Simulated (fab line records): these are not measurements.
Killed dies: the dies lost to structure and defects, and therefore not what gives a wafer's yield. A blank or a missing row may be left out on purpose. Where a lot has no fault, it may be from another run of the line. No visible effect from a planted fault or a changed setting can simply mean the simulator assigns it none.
Chamber matching	flow nand-harc	NHARC_A_STAIRCASE_ALD_420 on ald-hk-01 has 4 sister chambers
The step deposits SiO2, target thk 20 nm, pulse time 6 s, ald cycles 200. 16 wafers are shown with their chamber, then 8 later ones without.

WAFERS WITH THEIR CHAMBER
wafer	chamber	heater-power-w (W)	precursor-pulse-height-rel
L075.3	3	443	0.977
L075.4	0	401	1.004
L075.6	3	430	0.987
L079.1	1	477	1.037
L079.2	3	443	0.988
L079.6	1	463	0.981
L081.1	0	393	0.958
L081.2	1	468	0.991
L081.6	1	480	0.994
L082.2	3	437	1.044
L082.3	1	468	0.991
L082.6	2	518	1.003
L083.1	3	442	1.034
L083.3	0	398	1.028
L083.6	2	514	0.988
L085.1	3	438	0.989

SIGNATURES (averages over the wafers above)
reading	chamber 0	chamber 1	chamber 2	chamber 3	scatter within a chamber
heater-power-w	397.33	471.20	516.00	438.83	5.52
precursor-pulse-height-rel	0.99667	0.99880	0.99550	1.00317	0.0267
Rule: a wafer's distance from a chamber is the root of the sum, over the readings, of the square of ((its reading less the chamber's mean) divided by the reading's scatter). If the next closest chamber is less than 2 further off than the closest, the wafer can't be placed; otherwise it belongs to the closest. The scatter: the root of (the sum of the squares of (reading less its chamber's mean) over the shown wafers, divided by (wafers less chambers)).

WAFERS WITH NO CHAMBER GIVEN
wafer	heater-power-w (W)	precursor-pulse-height-rel
L085.4	519	1.025
L085.6	476	0.971
L089.1	442	1.003
L089.5	521	1.020
L089.6	460	1.005
L087.1	402	1.006
L087.3	524	1.017
L087.4	439	0.994

THE CHAMBER EACH PASSED THROUGH
wafer	from the rows above	in truth
L085.4	2	2
L085.6	1	1
L089.1	3	3
L089.5	2	2
L089.6	can't be placed: 1 or 3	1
L087.1	0	0
L087.3	2	2
L087.4	3	3
Placed correctly: 7 of 8. These rows do not allow placing 1 (true chamber among the candidates in 1). 0 placed wrongly.
